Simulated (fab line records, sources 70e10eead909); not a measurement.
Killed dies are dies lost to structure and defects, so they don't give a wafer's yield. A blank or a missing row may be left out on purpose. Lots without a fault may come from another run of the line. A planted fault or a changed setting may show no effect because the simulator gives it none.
Chamber matching | flow nand_harc | NHARC_P_M0_STRIP_18 on rie_diel-06: 4 sister chambers
The step strips in N2/H2. 4 wafers are shown with their chamber, then 12 later ones without.

WAFERS WITH THEIR CHAMBER
wafer  | chamber | drypump_motor_current_A (A)
L086.1 | 2       | 5.0
L085.3 | 0       | 5.3
L087.3 | 1       | 6.4
L087.5 | 3       | 5.8

WAFERS WITHOUT THEIR CHAMBER
wafer  | drypump_motor_current_A (A)
L089.1 | 6.4
L089.3 | 5.3
L089.6 | 5.3
L090.1 | 6.4
L090.2 | 5.8
L090.6 | 5.0
L093.4 | 5.4
L093.5 | 6.4
L093.6 | 5.0
L097.1 | 5.3
L097.5 | 5.4
L097.6 | 5.8

WHICH CHAMBER EACH WENT THROUGH
wafer  | from the rows above | in truth
L089.1 | 1                   | 1
L089.3 | 0                   | 0
L089.6 | 0                   | 0
L090.1 | 1                   | 1
L090.2 | 3                   | 3
L090.6 | 2                   | 2
L093.4 | 0                   | 0
L093.5 | 1                   | 1
L093.6 | 2                   | 2
L097.1 | 0                   | 0
L097.5 | 0                   | 0
L097.6 | 3                   | 3
Placed correctly: 12 of 12. Can't be placed from these rows: 0. Placed wrongly: 0.
How it was worked out, from the rows above alone: a wafer's distance from a chamber is the root of the sum, over the readings, of the square of ((its reading less the chamber's mean) divided by the reading's scatter). The wafer belongs to the nearest chamber; if the next one is less than 2 further off, it can't be placed. A chamber's mean is the mean of its shown wafers. The scatter: with one shown wafer a chamber, the root of the mean of the squares of how far each hidden wafer lies from its nearest shown one.
